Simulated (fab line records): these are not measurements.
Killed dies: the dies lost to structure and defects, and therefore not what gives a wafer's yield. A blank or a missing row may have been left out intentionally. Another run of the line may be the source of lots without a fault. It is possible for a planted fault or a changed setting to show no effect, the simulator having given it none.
Chamber matching    flow n5_finfet    N5_FIN_CUT_CUT_ETCH_28 on rie_si-04 has 4 sister chambers
The step etches Si in HBr/Cl2/O2, target depth 6 nm, time 2.4 s. 4 wafers are shown with their chamber, then 8 later ones without.

## WAFERS, EACH WITH ITS CHAMBER
wafer   chamber  throttle_valve_pct (%)
L084.5  2        37.20
L086.2  0        37.40
L086.3  1        37.73
L089.1  3        37.10

## WAFERS WHOSE CHAMBER IS MISSING
wafer   throttle_valve_pct (%)
L089.3  37.41
L089.4  37.74
L095.1  37.10
L095.2  37.40
L095.3  37.74
L095.4  37.19
L095.5  37.10
L095.6  37.39

## CHAMBER TAKEN BY EACH
wafer   from the rows above  in truth
L089.3  0                    0
L089.4  1                    1
L095.1  3                    3
L095.2  0                    0
L095.3  1                    1
L095.4  2                    2
L095.5  3                    3
L095.6  0                    0
Placed correctly: 8 of 8. Not placeable from these rows: 0. Number placed wrongly: 0.
How it was worked out, from the rows above alone: a wafer's distance from a chamber is the root of the sum, over the readings, of the square of ((its reading less the chamber's mean) divided by the reading's scatter). If the next closest chamber is less than 2 further off than the closest, the wafer can't be placed; otherwise it belongs to the closest. Each chamber's mean is taken over the wafers shown for it. The scatter (one wafer shown for each chamber): square how far every hidden wafer sits from the nearest shown wafer, average those squares and take the square root.
